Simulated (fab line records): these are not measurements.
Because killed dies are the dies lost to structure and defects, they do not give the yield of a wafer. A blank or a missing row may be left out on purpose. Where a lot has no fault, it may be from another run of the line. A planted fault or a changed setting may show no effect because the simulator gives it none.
fab line records	flow n5_finfet
record: lots: 6	wafers: 18	last_day: 16
route steps=1938 shown BEOL_M10@1528 BEOL_M11@1536 PASSIVATION@1936
lots with no fault: from the same line, run without faults
start_h: start of the lot's first displayed wafer, in hours after the record's first day	wait_h: time in hours since the lot's previous step	" as in the row above	L1.1+2: several wafers, shown together as one row	- either no value or no given start	* or withheld: withheld	< > ~ a bound
route shown NAME@n: a module of which the file shows steps, and the number in the route of the first	usual: the fault-free wafers' mean and standard deviation	same: alike in all rows	chamber/n: place in a boat	sites: each site's reading	_std_site: standard deviation of those values	_edge_site: mean of outer sites minus mean of inner sites	radius_mm: for every site, how far away it sits from the centre of the wafer	mask NAME#n: copy n	behind: tool/chamber where the wafer was last shaped	hold: reason for holding the lot/hours on hold/outcome of the hold	device: transistor that didn't switch, given as n, p or np	end of line: the tests these same wafers got at the end of their route	step lacking rows: just its recipe	killed: at the first sort, the dies lost to defects and structure; wafer yield is something else	map: shows each die of a wafer: x if killed, . if not, _ if none is there
set.NAME: the setting the step ran with; set.NAME@STEP: the setting that earlier step ran with	model.NAME: the simulator's own value behind a step, which no gauge read
lots at selected steps of the route; one table per step, one row per wafer
services: when a tool's chamber went out of use (start_h, in hours from the record's first day, below 0 if earlier), for how many hours, and the reason
== steps ==
step: N5_BEOL_M10_ECD_50
recipe: material: Cu	target_thk_a: 3180
step: N5_BEOL_M10_ANNEAL_51
recipe: temp_c: 225	time_s: 90	ambient: N2
step: N5_BEOL_M10_CMP_52
recipe: stop_on: SiCOH_lowk	t_overpolish_s: 7	down_force_psi: 1	platen_rpm: 50	clearing_platen_down_force_psi: 1.5	clearing_platen_rpm: 50	post_cmp_clean: cu_alkaline	target_thk_nm: 140	clearing_platen_pad_velocity_m_s: 0.99484	pad_velocity_m_s: 0.99484
step: N5_BEOL_M10_THK_MEAS_53
recipe: thk_meas_gauge: xrf	reads: Cu_of_BEOL_M10_ECD_50
usual: M10_THK: 139.4/3
lot.wafer	tool	chamber	start_h	wait_h	M10_THK[nm]
L706.1	film_metro-02	-	217.73	-	137.2
L706.5	"	-	"	"	136.4
L706.6	"	-	"	"	144.0
L710.1	film_metro-01	-	240.47	-	147.3
L710.2	"	-	"	"	138.6
L710.4	"	-	"	"	142.1
L709.4	film_metro-01	-	241.18	-	140.5
L709.5	"	-	"	"	139.2
L709.6	"	-	"	"	140.7
L711.2	film_metro-02	-	261.38	-	143.5
L711.3	"	-	"	"	143.8
L711.5	"	-	"	"	138.8
L713.4	film_metro-02	-	266.28	-	138.1
L713.5	"	-	"	"	140.9
L713.6	"	-	"	"	137.8
L724.2	film_metro-01	-	338.55	-	134.9
L724.3	"	-	"	"	135.4
L724.5	"	-	"	"	139.4
step: N5_BEOL_M10_PRE_CLEAN_55
recipe: gas: NH3	time_s: 15	temp_c: withheld	rf_power_w: 300
step: N5_BEOL_M10_DEP_56
recipe: material: SiCN	target_thk_a: 150	temp_c: withheld	precursor: 3MS/NH3	pressure_torr: 3	rf_w: 202	time_s: 26.5
usual: rf_fwd_power_W: 199.5/0.96	showerhead_plenum_p_Torr: 3.656/0.014	throttle_valve_pct: 9.1/0.51
lot.wafer	tool	chamber	start_h	wait_h	rf_fwd_power_W	showerhead_plenum_p_Torr	throttle_valve_pct
L706.1	pecvd-01	2	217.79	0.0	199.7	3.657	9.0
L706.5	"	1	"	"	201.2	3.651	9.1
L706.6	"	2	"	"	197.7	3.659	9.0
L710.1	pecvd-02	0	240.53	0.0	198.8	3.673	8.9
L710.2	"	1	"	"	199.9	3.638	9.6
L710.4	"	0	"	"	198.7	3.670	8.9
L709.4	pecvd-04	1	241.26	0.0	200.5	3.667	9.3
L709.5	"	0	"	"	199.2	3.656	9.2
L709.6	"	2	"	"	199.6	3.666	8.0
L711.2	pecvd-01	1	261.44	0.0	199.9	3.657	9.0
L711.3	"	0	"	"	201.8	3.662	9.7
L711.5	"	1	"	"	200.2	3.656	8.7
L713.4	pecvd-02	0	266.36	0.0	197.9	3.670	9.0
L713.5	"	2	"	"	200.4	3.650	8.7
L713.6	"	1	"	"	199.8	3.631	10.0
L724.2	pecvd-04	0	338.61	0.0	199.0	3.643	9.2
L724.3	"	2	"	"	199.5	3.651	8.3
L724.5	"	0	"	"	198.9	3.648	9.3
step: N5_BEOL_M10_RS_MEAS_57
recipe: thk_meas_gauge: four-point-probe	reads: Cu_of_BEOL_M10_ECD_50+Co_of_BEOL_M10_CVD_75+TaN_of_BEOL_M10_ALD_74
usual: M10_RS: 0.151/0.0032
lot.wafer	tool	chamber	start_h	wait_h	M10_RS[ohm/sq]
L706.1	film_metro-02	-	217.87	0.1	0.153
L706.5	"	-	"	"	0.156
L706.6	"	-	"	"	0.147
L710.1	film_metro-02	-	240.61	0.1	0.144
L710.2	"	-	"	"	0.154
L710.4	"	-	"	"	0.151
L709.4	film_metro-01	-	241.32	0.0	0.149
L709.5	"	-	"	"	0.151
L709.6	"	-	"	"	0.149
L711.2	film_metro-01	-	261.51	0.1	0.148
L711.3	"	-	"	"	0.148
L711.5	"	-	"	"	0.152
L713.4	film_metro-02	-	266.42	0.0	0.154
L713.5	"	-	"	"	0.151
L713.6	"	-	"	"	0.154
L724.2	film_metro-01	-	338.69	0.1	0.154
L724.3	"	-	"	"	0.154
L724.5	"	-	"	"	0.149
step: N5_BEOL_M10_INSPECT_58
recipe: inspect_instrument: darkfield	mode: post_dep
usual: raw_defect_count: 74/29
lot.wafer	tool	chamber	start_h	wait_h	raw_defect_count
L706.1	defect_inspect-01	-	217.89	0.0	55
L706.5	"	-	"	"	56
L706.6	"	-	"	"	130
L710.1	defect_inspect-01	-	240.63	0.0	67
L710.2	"	-	"	"	75
L710.4	"	-	"	"	30
L709.4	defect_inspect-01	-	241.35	0.0	64
L709.5	"	-	"	"	59
L709.6	"	-	"	"	39
L711.2	defect_inspect-02	-	261.54	0.0	117
L711.3	"	-	"	"	110
L711.5	"	-	"	"	99
L713.4	defect_inspect-02	-	266.44	0.0	43
L713.5	"	-	"	"	58
L713.6	"	-	"	"	59
L724.2	defect_inspect-02	-	338.71	0.0	67
L724.3	"	-	"	"	118
L724.5	"	-	"	"	59
step: N5_BEOL_M11_ILD_DEP_00
recipe: material: SiCOH_lowk	target_thk_a: 3085.1	temp_c: 300	precursor: DEMS/porogen	pressure_torr: 5	rf_w: 500	time_s: 58
usual: heater_power_w: 296/50	rf_fwd_power_W: 496.1/1.7	showerhead_plenum_p_Torr: 5.736/0.014	throttle_valve_pct: 13.9/0.74
lot.wafer	tool	chamber	start_h	wait_h	heater_power_w	rf_fwd_power_W	showerhead_plenum_p_Torr	throttle_valve_pct
L706.1	pecvd-01	2	217.93	0.0	236	493.9	5.740	13.8
L706.5	"	2	"	"	248	496.4	5.712	13.8
L706.6	"	0	"	"	268	495.6	5.736	15.1
L710.1	pecvd-04	2	240.67	0.0	380	495.0	5.728	12.3
L710.2	"	1	"	"	345	496.6	5.754	14.0
L710.4	"	1	"	"	272	498.0	5.744	14.1
L709.4	pecvd-01	1	241.41	0.1	198	497.1	5.723	13.9
L709.5	"	0	"	"	282	499.4	5.757	15.0
L709.6	"	2	"	"	253	493.3	5.722	13.9
L711.2	pecvd-04	2	261.58	0.0	339	496.2	5.741	12.4
L711.3	"	0	"	"	249	494.4	5.706	14.3
L711.5	"	0	"	"	263	495.1	5.722	14.0
L713.4	pecvd-04	2	266.51	0.1	359	497.0	5.726	12.3
L713.5	"	0	"	"	278	492.3	5.721	13.8
L713.6	"	2	"	"	374	496.6	5.734	12.8
L724.2	pecvd-03	2	338.75	0.0	361	498.1	5.743	13.3
L724.3	"	0	"	"	275	498.0	5.729	14.5
L724.5	"	2	"	"	379	498.2	5.737	13.2
step: N5_BEOL_M11_CURE_71
recipe: temp_c: 385	time_s: 240	ambient: He/Ar	material: SiCOH_lowk
usual: lamp_power_pct: 52.31/0.055	wafer_temp_C_max: 386.9/0.74
lot.wafer	tool	chamber	start_h	wait_h	lamp_power_pct	wafer_temp_C_max
L706.1	uv_cure-01	1	218.01	0.0	52.30	385.9
L706.5	"	1	"	"	52.24	386.0
L706.6	"	1	"	"	52.21	386.3
L710.1	uv_cure-02	0	240.75	0.0	52.37	386.7
L710.2	"	0	"	"	52.31	387.4
L710.4	"	0	"	"	52.33	386.1
L709.4	uv_cure-01	1	241.94	0.5	52.33	386.0
L709.5	"	1	"	"	52.33	386.2
L709.6	"	1	"	"	52.31	386.2
L711.2	uv_cure-01	1	261.84	0.2	52.36	386.6
L711.3	"	1	"	"	52.26	386.5
L711.5	"	1	"	"	52.19	386.4
L713.4	uv_cure-01	2	266.83	0.3	52.36	387.5
L713.5	"	2	"	"	52.31	387.2
L713.6	"	2	"	"	52.29	387.1
L724.2	uv_cure-01	0	338.93	0.2	52.28	386.7
L724.3	"	0	"	"	52.27	387.2
L724.5	"	0	"	"	52.26	386.8
step: N5_BEOL_M11_THK_MEAS_01
recipe: reads: SiCOH_lowk_of_BEOL_M11_ILD_DEP_00
usual: M11_ILD_THK: 268/3.3
lot.wafer	tool	chamber	start_h	wait_h	M11_ILD_THK[nm]
L706.1	film_metro-02	-	218.52	0.4	265
L706.5	"	-	"	"	266
L706.6	"	-	"	"	268
L710.1	film_metro-01	-	241.26	0.4	266
L710.2	"	-	"	"	268
L710.4	"	-	"	"	274
L709.4	film_metro-02	-	242.45	0.4	276
L709.5	"	-	"	"	274
L709.6	"	-	"	"	274
L711.2	film_metro-02	-	262.28	0.4	264
L711.3	"	-	"	"	268
L711.5	"	-	"	"	273
L713.4	film_metro-02	-	267.10	0.2	264
L713.5	"	-	"	"	271
L713.6	"	-	"	"	268
L724.2	film_metro-02	-	339.37	0.4	263
L724.3	"	-	"	"	269
L724.5	"	-	"	"	267
step: N5_BEOL_M11_PECVD_70
recipe: material: SiO2	target_thk_a: 200	temp_c: 400	precursor: TEOS/O2	pressure_torr: 5.5	rf_w: 450	teos_flow_sccm: 53.8	gas: O2	flow_sccm: 3000	time_s: 22.7
usual: heater_power_w: 686/110	rf_fwd_power_W: 444.5/2	showerhead_plenum_p_Torr: 8.76/0.039	throttle_valve_pct: 22.6/1.1
lot.wafer	tool	chamber	start_h	wait_h	heater_power_w	rf_fwd_power_W	showerhead_plenum_p_Torr	throttle_valve_pct
L706.1	pecvd-01	1	218.56	0.0	562	446.7	8.74	22.3
L706.5	"	2	"	"	640	444.5	8.75	22.3
L706.6	"	1	"	"	562	445.3	8.75	22.3
L710.1	pecvd-03	1	241.30	0.0	662	443.5	8.84	23.4
L710.2	"	2	"	"	858	444.8	8.79	21.0
L710.4	"	0	"	"	696	446.9	8.75	23.5
L709.4	pecvd-01	2	242.51	0.1	597	442.0	8.74	22.4
L709.5	"	0	"	"	702	445.4	8.75	24.3
L709.6	"	1	"	"	559	445.1	8.74	22.2
L711.2	pecvd-04	0	262.31	0.0	679	440.7	8.72	22.7
L711.3	"	2	"	"	881	442.0	8.76	20.2
L711.5	"	0	"	"	674	442.1	8.70	22.6
L713.4	pecvd-01	2	267.16	0.1	689	440.1	8.74	22.4
L713.5	"	0	"	"	653	443.4	8.76	24.2
L713.6	"	1	"	"	577	447.5	8.74	22.2
L724.2	pecvd-01	2	339.40	0.0	594	441.6	8.71	22.9
L724.3	"	1	"	"	521	446.0	8.73	22.2
L724.5	"	1	"	"	532	445.3	8.73	22.4
step: N5_BEOL_M11_HM_DEP_02
recipe: material: TiN	target_thk_a: 200	temp_c: 25	chamber_pressure_pa: 0.49996
usual: throttle_valve_pct: 30.1/0.61
lot.wafer	tool	chamber	start_h	wait_h	throttle_valve_pct
L706.1	pvd_sputter-02	-	219.13	0.6	31.3
L706.5	"	-	"	"	31.3
L706.6	"	-	"	"	30.4
L710.1	pvd_sputter-01	-	245.31	4.0	29.3
L710.2	"	-	"	"	30.1
L710.4	"	-	"	"	30.0
L709.4	pvd_sputter-01	-	245.51	3.0	29.5
L709.5	"	-	"	"	29.8
L709.6	"	-	"	"	30.1
L711.2	pvd_sputter-01	-	263.99	1.7	30.0
L711.3	"	-	"	"	30.0
L711.5	"	-	"	"	30.1
L713.4	pvd_sputter-03	-	268.70	1.5	31.7
L713.5	"	-	"	"	29.6
L713.6	"	-	"	"	31.5
L724.2	pvd_sputter-02	-	340.31	0.9	30.5
L724.3	"	-	"	"	29.9
L724.5	"	-	"	"	29.7
step: N5_BEOL_M11_COAT_59
recipe: resist: SOC	temp_c: 250	time_s: 60	spin_rpm: 1500	resist_thk_nm: 100
step: N5_BEOL_M11_COAT_60
recipe: resist: SiARC	temp_c: 220	time_s: 60	spin_rpm: 1500	resist_thk_nm: 30
step: N5_BEOL_M11_COAT_05
recipe: resist: CAR-ArF	spin_rpm: 1500	resist_thk_nm: 90
step: N5_BEOL_M11_EBR_07
recipe: solvent: PGMEA	ebr_width_mm: 1.5
step: N5_BEOL_M11_SOFTBAKE_06
recipe: temp_c: 110	time_s: 60	resist: CAR-ArF
step: N5_BEOL_M11_EXPOSE_08
recipe: mask_id: M11	na: 1.35	source_shape: dipole	sigma_inner: 0.411	sigma_outer: 0.611	polarization: te	dose_mj: 53.75
step: N5_BEOL_M11_PEB_09
recipe: peb_temp_c: withheld	peb_time_s: 60	resist: CAR-ArF
step: N5_BEOL_M11_DEVELOP_10
recipe: develop_time_s: 30	developer: TMAH	resist: CAR-ArF	rinse_liquid: diw	dry: air_spin	dev_temp_c: 23
step: N5_BEOL_M11_CD_MEAS_11
recipe: target_cd_nm: 64.1	landing_energy_ev: 500	detector: se_inlens	polarity: opening
usual: cd_nm: 64.0/0.65
lot.wafer	tool	chamber	start_h	wait_h	cd_nm
L706.1	cd_sem-02	0	219.63	-	63.6
L706.5	"	0	"	"	63.4
L706.6	"	0	"	"	63.9
L710.1	cd_sem-01	0	245.80	-	64.7
L710.2	"	0	"	"	65.1
L710.4	"	0	"	"	64.8
L709.4	cd_sem-02	0	246.01	-	64.4
L709.5	"	0	"	"	63.6
L709.6	"	0	"	"	63.3
L711.2	cd_sem-02	0	264.50	-	64.0
L711.3	"	0	"	"	63.8
L711.5	"	0	"	"	64.2
L713.4	cd_sem-03	0	269.20	-	63.6
L713.5	"	0	"	"	63.7
L713.6	"	0	"	"	62.6
L724.2	cd_sem-01	0	340.81	-	64.8
L724.3	"	0	"	"	65.2
L724.5	"	0	"	"	63.8
step: N5_BEOL_M11_OVL_MEAS_12
recipe: points_per_wafer: 44
usual: M11_OVL: 0.1/0.8
lot.wafer	tool	chamber	start_h	wait_h	M11_OVL[nm]
L706.1	overlay-01	0	219.66	0.0	1.0
L706.5	"	0	"	"	1.4
L706.6	"	0	"	"	-0.1
L710.1	overlay-02	0	245.86	0.1	-0.6
L710.2	"	0	"	"	-0.5
L710.4	"	0	"	"	-0.1
L709.4	overlay-01	0	246.04	0.0	-0.8
L709.5	"	0	"	"	-0.7
L709.6	"	0	"	"	-0.3
L711.2	overlay-01	0	264.53	0.0	0.4
L711.3	"	0	"	"	-0.1
L711.5	"	0	"	"	0.3
L713.4	overlay-02	0	269.22	0.0	-0.2
L713.5	"	0	"	"	0.7
L713.6	"	0	"	"	0.4
L724.2	overlay-01	0	340.84	0.0	2.3
L724.3	"	0	"	"	-0.6
L724.5	"	0	"	"	1.0
step: N5_BEOL_M11_INSPECT_13
recipe: mode: adi	inspect_instrument: brightfield
usual: raw_defect_count: 401/94
lot.wafer	tool	chamber	start_h	wait_h	raw_defect_count
L706.1	defect_inspect-01	-	219.68	0.0	354
L706.5	"	-	"	"	447
L706.6	"	-	"	"	483
L710.1	defect_inspect-01	-	245.89	0.0	274
L710.2	"	-	"	"	414
L710.4	"	-	"	"	347
L709.4	defect_inspect-02	-	246.06	0.0	1277
L709.5	"	-	"	"	1326
L709.6	"	-	"	"	1263
L711.2	defect_inspect-02	-	264.56	0.0	1449
L711.3	"	-	"	"	1389
L711.5	"	-	"	"	1470
L713.4	defect_inspect-01	-	269.25	0.0	493
L713.5	"	-	"	"	341
L713.6	"	-	"	"	448
L724.2	defect_inspect-02	-	340.86	0.0	455
L724.3	"	-	"	"	605
L724.5	"	-	"	"	541
step: N5_BEOL_M11_DESCUM_16
recipe: chemistry: O2	time_s: 7.9	source_power_w: 50	bias_power_w: 20	pressure_mtorr: 20	rf_frequency_hz: 2.712e+07	temp_c: 40	resist: CAR-ArF	o2_flow_sccm: 225
usual: bias_power_w: 20.00/0.06	drypump_motor_current_A: 5.8/0.45	oes_product_au: 0.74/0.069	rf_fwd_power_W: 49.41/0.23	rf_vpp_V: 243.2/1.5	showerhead_plenum_p_Torr: 2.09/0.071	throttle_valve_pct: 20.53/0.2
lot.wafer	tool	chamber	start_h	wait_h	bias_power_w	drypump_motor_current_A	oes_product_au	rf_fwd_power_W	rf_hours_counter_h	rf_vpp_V	showerhead_plenum_p_Torr	throttle_valve_pct
L706.1	rie_diel-02	3	219.72	0.0	19.97	5.9	0.69	49.57	211	241.7	1.99	20.54
L706.5	"	1	"	"	20.02	6.2	0.71	49.35	-	244.6	2.17	20.48
L706.6	"	0	"	"	20.03	5.7	0.73	49.38	-	243.7	2.09	20.32
L710.1	rie_diel-02	3	245.92	0.0	20.15	5.9	0.69	49.18	220	242.5	1.99	20.55
L710.2	"	2	"	"	19.94	4.9	0.73	49.58	205	243.3	2.06	20.28
L710.4	"	0	"	"	20.05	5.7	0.72	49.50	184	243.3	2.08	20.32
L709.4	rie_diel-05	1	246.12	0.1	20.10	5.7	0.70	49.57	194	242.1	2.00	20.90
L709.5	"	1	"	"	20.24	5.7	0.71	49.75	-	241.3	2.00	20.89
L709.6	"	2	"	"	19.91	5.6	0.71	49.38	-	245.2	2.14	20.36
L711.2	rie_diel-01	0	264.63	0.1	20.06	6.1	0.75	49.26	173	241.2	2.02	20.82
L711.3	"	1	"	"	20.06	6.5	0.87	49.30	66	243.6	2.12	20.31
L711.5	"	3	"	"	20.10	5.0	0.69	49.07	-	243.0	2.00	20.62
L713.4	rie_diel-05	3	269.28	0.0	19.94	5.6	0.69	49.33	243	245.4	2.16	20.60
L713.5	"	3	"	"	19.95	5.6	0.70	49.56	-	244.6	2.16	20.61
L713.6	"	0	"	"	19.89	5.9	0.80	49.27	-	244.6	2.19	20.43
L724.2	rie_diel-01	0	341.22	0.4	20.02	6.0	0.74	49.55	198	240.9	2.01	20.85
L724.3	"	1	"	"	19.99	6.5	0.84	49.73	91	243.7	2.11	20.33
L724.5	"	0	"	"	19.96	6.0	0.73	49.62	-	241.1	2.01	20.85
step: N5_PASSIVATION_PROBE_49
usual: defect_limited_yield: 91.0/1.3	killed_at_M0_to_M3: 36/9.5	killed_at_M4_up: 14/5.6	killed_at_contacts: 12/6.4	killed_at_front_end: 40/10	killed_at_other: 3.2/3	killed_dies: 107/15	killed_open: 69/12	killed_short: 35/7.7	sort_bin_5_function: 5.3/0.91	sort_bin_6_memory: 3.3/0.65	sort_n_pass: 1073/15	sort_yield_pct: 91.0/1.3
same: gross_dies: 1180	killed_at_back_side: 0	sort_bin_4_leakage[%]: 0	sort_bin_8_speed[%]: 0
lot.wafer	tool	chamber	start_h	wait_h	defect_limited_yield[%]	killed_at_M0_to_M3	killed_at_M4_up	killed_at_contacts	killed_at_front_end	killed_at_other	killed_dies	killed_open	killed_short	sort_bin_5_function[%]	sort_bin_6_memory[%]	sort_n_pass	sort_yield_pct[%]
L709.4	prober-01	-	293.64	0.2	79.8	42	157	4	34	1	238	47	38	11.7	3.6	942	79.8
L709.5	prober-01	-	293.69	0.2	80.7	32	152	5	31	8	228	51	29	11.4	4.1	952	80.7
L709.6	prober-01	-	293.74	0.3	79.1	45	157	14	29	2	247	63	35	12.5	4.2	933	79.1
L711.2	prober-02	-	310.50	0.1	80.4	37	152	6	36	0	231	51	30	12.5	3.0	949	80.4
L711.3	prober-02	-	310.55	0.1	81.3	28	157	4	29	3	221	45	25	10.3	4.2	959	81.3
L711.5	prober-02	-	310.65	0.2	80.1	20	171	5	35	4	235	47	31	12.7	3.6	945	80.1
killed by level:class
L709.4 BEOL_M11:unspecified=146 BEOL_M0_SAQP:geometric_particle:short=10 BEOL_M3:geometric_particle:open=8 BEOL_M2:geometric_particle:open=7 FIN_SAQP:geometric_particle:short=6 HKMG_FIN:area_etch=6 BEOL_M2:geometric_particle:short=5 FIN_SAQP:geometric_particle:open=4
L709.5 BEOL_M11:unspecified=143 BEOL_M3:geometric_particle:open=13 STI_FIN_REVEAL:geometric_particle:open=6 BEOL_M2:geometric_particle:open=6 FIN_SAQP:geometric_particle:short=5 FIN_SAQP:geometric_particle:open=4 MOL_CONTACT_COAG:geometric_particle:open=4 BEOL_M0_SAQP:geometric_particle:open=4
L709.6 BEOL_M11:unspecified=147 MOL_CONTACT_COAG:geometric_particle:open=10 BEOL_M3:geometric_particle:open=10 FIN_SAQP:geometric_particle:open=9 BEOL_M2:geometric_particle:open=9 FIN_SAQP:geometric_particle:short=8 BEOL_M0_SAQP:geometric_particle:open=8 BEOL_M0_SAQP:geometric_particle:short=7
L711.2 BEOL_M11:unspecified=143 BEOL_M0_SAQP:geometric_particle:open=12 BEOL_M0_SAQP:geometric_particle:short=10 FIN_SAQP:geometric_particle:open=7 HKMG_FIN:area_etch=6 FIN_SAQP:geometric_particle:short=5 DUMMY_GATE:geometric_particle:open=5 MOL_CONTACT_COAG:geometric_particle:open=5
L711.3 BEOL_M11:unspecified=149 BEOL_M0_SAQP:geometric_particle:open=9 GATE_CUT:geometric_particle:short=5 BEOL_M3:geometric_particle:open=5 STARTING-WAFER:geometric_particle:short=5 FIN_SAQP:geometric_particle:open=4 MOL_CONTACT_COAG:geometric_particle:open=4 BEOL_M0_SAQP:geometric_particle:short=4
L711.5 BEOL_M11:unspecified=156 GATE_CUT:geometric_particle:short=8 BEOL_M4:geometric_particle:open=8 BEOL_M2:geometric_particle:open=6 BEOL_M1:geometric_particle:short=5 BEOL_M5:geometric_particle:open=5 STI_FIN_REVEAL:geometric_particle:open=4 DUMMY_GATE:geometric_particle:open=4
map L709.6 (x killed, . not)
_________________...x.x.....x________________
______________............x....._____________
___________....................x...__________
__________.......x........x........._________
________...............x.............._______
_______...x...x..x.....x........x......______
______.......................x...xx....._____
_____x......x..x.......x..x.............x____
____.....x.......................x........___
___...x...........x.............x..........__
___.......x....x.......x.x.................__
__.x.x.x...x...x............................_
__x.........x....x....................x....._
_..xx..x.....................x.............x.
_.x....x......x..............x.x...........x.
_.......xx.................x.....x.....x.....
_x......x.x...............x.x................
_x..x..............x...x..x.x....xx....x.....
_..........x.......x...x.xxxxx.......x.x.....
_.....x..x..........xxxxxxxxxxx......xx......
_.............x...xxxxxxxxxxx.xx....xx.......
__..............xxxxxxxxxxxxxxxx....x......._
__x..............xxxxxxxxxxxxxxx.xx..x......_
___......x.......xxxxxxxxxxxxxxxxx.........__
___..............xxxxxxxxxxxxx.xxx....x....__
____...x........xxxxxxxxxxxxxxx.x.........___
_____...............xxxxxxxxxxx..........____
______..x.......x...xxxxxxxxx...x......._____
_______x............xxxxx..x.x..x......______
________.............xxxx..xx..x....x._______
__________...............x..x......._________
___________............xx..........__________
______________.................._____________
_________________x.....x.xx..________________
map L711.5 (x killed, . not)
_________________............________________
______________......x..........._____________
___________.x......x...............__________
__________..........x..............x_________
________......x...........xx.........._______
_______..x.....x.x....x................______
______......x..........x...........x...._____
_____..................xx.....x.........x____
____..............................x....x..___
___......x................x................__
___..x.x.x.x....................x..........__
__.....x.................................x.._
__..........x..............x....x.......x..._
_.........x.x...............x................
_......x.............................x...x...
_......x............xx.x.....................
_.............x.........x....................
_.......x.........xx..xx.x.........x..x......
_.....x.x...x.......xxxxxxx.xx.....x.x.......
_.........x.......x.xxxxxxxxxx...............
_..................xxxxxxxxxxxx.x.x..........
__...............x.xxxxxxxxxxxx.x...x....x.._
__x..x.........x.xxxxxxxxxxxxxxx............_
___.x.x..........xxxxxxxxxxxxxxxx.......x..__
___...x....x......xxxxxxxxxxxxxx.x.........__
____.............x.xxxxxxxxxxxxxx.........___
_____...........xx.xxxxxxxxxxxxx.x...x...____
______...........xxxxxxxxxxxxx.........._____
_______x.............xxxxxxxxxx........______
________.............x.x.xxxxx........_______
__________................x.x.x....._________
___________...x.x......x...........__________
______________..x..............x_____________
_________________............________________
== services ==
tool	chamber	start_h	hours	kind
pecvd-04	2	202.40	-	clean
pecvd-04	2	202.40	-	consumable_replace:showerhead
pecvd-04	2	202.40	29.0	scheduled_down
pecvd-04	2	202.40	29.0	vent_cycle
pecvd-01	0	212.78	2.1	scheduled_down
pecvd-03	0	215.13	5.5	scheduled_down
pecvd-02	-	226.68	1.2	repair
pecvd-04	-	229.27	2.6	repair
pecvd-04	1	255.80	14.1	repair
uv_cure-02	-	257.76	1.6	repair
pvd_sputter-01	-	265.37	5.6	repair
rie_diel-05	3	291.67	-	clean
rie_diel-05	3	291.67	-	consumable_replace:focus_ring
rie_diel-05	3	291.67	12.5	scheduled_down
rie_diel-05	3	291.67	12.5	vent_cycle
pecvd-02	2	299.65	5.5	scheduled_down
pecvd-03	0	300.29	4.7	repair
pecvd-02	1	305.11	2.1	scheduled_down
pecvd-02	-	307.51	5.5	pm
rie_diel-05	2	312.84	-	clean
rie_diel-05	2	312.84	-	consumable_replace:focus_ring
pecvd-03	1	319.50	25.3	repair
pecvd-01	2	326.11	-	calibration
pecvd-02	-	337.70	3.3	repair
== key ==
first_sign: step: N5_BEOL_M11_INSPECT_13	reading: raw_defect_count	direction: up	sigmas: 10	usual: 401	struck: 1362
effect: step: N5_PASSIVATION_PROBE_49	reading: killed_at_M4_up	direction: up	sigmas: 25	usual: 14	struck: 158
more_kills_born_at: N5_BEOL_M11_HM_DEP_02@pvd_sputter-01: 884
met_at N5_BEOL_M11_HM_DEP_02
struck_wafers L709.4,L709.5,L709.6,L711.2,L711.3,L711.5
onset_between 245.31 245.51
fault: kind: chamber_particle_source	tool: pvd_sputter-01	chamber: -	onset_h: 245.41	steps: N5_BEOL_M11_HM_DEP_02	rate_per_visit_cm2: 1.5228	end_h: 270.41
